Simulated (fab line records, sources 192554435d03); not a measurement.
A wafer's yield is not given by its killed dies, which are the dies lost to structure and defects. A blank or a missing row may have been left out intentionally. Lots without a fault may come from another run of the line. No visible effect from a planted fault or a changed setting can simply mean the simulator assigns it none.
Chamber matching / flow n5Finfet / N5_GATE_CUT_STRIP_59 on rieDiel-04 has 4 sister chambers
The step strips in N2/H2, time 20 s. 4 wafers are shown with their chamber, then 8 later ones without.

## WAFERS WITH THEIR CHAMBER
wafer=L085.5; chamber=2; drypumpMotorCurrentA (A)=5.3
wafer=L085.6; chamber=1; drypumpMotorCurrentA (A)=6.5
wafer=L086.5; chamber=0; drypumpMotorCurrentA (A)=5.4
wafer=L087.2; chamber=3; drypumpMotorCurrentA (A)=5.4

## WAFERS WITH NO CHAMBER GIVEN
wafer=L087.3; drypumpMotorCurrentA (A)=5.4
wafer=L087.4; drypumpMotorCurrentA (A)=5.4
wafer=L094.2; drypumpMotorCurrentA (A)=5.4
wafer=L094.4; drypumpMotorCurrentA (A)=5.3
wafer=L094.5; drypumpMotorCurrentA (A)=5.2
wafer=L097.1; drypumpMotorCurrentA (A)=5.4
wafer=L097.3; drypumpMotorCurrentA (A)=5.4
wafer=L097.6; drypumpMotorCurrentA (A)=5.4

## WHICH CHAMBER EACH WENT THROUGH
wafer=L087.3; from the rows above=can't be placed: 0 or 3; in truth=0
wafer=L087.4; from the rows above=can't be placed: 0 or 3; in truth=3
wafer=L094.2; from the rows above=can't be placed: 0 or 3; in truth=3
wafer=L094.4; from the rows above=2; in truth=2
wafer=L094.5; from the rows above=2; in truth=2
wafer=L097.1; from the rows above=can't be placed: 0 or 3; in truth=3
wafer=L097.3; from the rows above=can't be placed: 0 or 3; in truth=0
wafer=L097.6; from the rows above=can't be placed: 0 or 3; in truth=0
2 of 8 placed correctly. Not placeable from these rows: 6 (in 6, the candidates include the true chamber). Placed wrongly: 0.
How it was worked out, from the rows above alone: a wafer's distance from a chamber is the root of the sum, over the readings, of the square of ((its reading less the chamber's mean) divided by the reading's scatter). The wafer belongs to the nearest chamber; if the next one is less than 2 further off, it can't be placed. For every chamber, the mean is computed from those of its wafers that are shown. The scatter (one wafer shown for each chamber): square how far every hidden wafer sits from the nearest shown wafer, average those squares and take the square root.
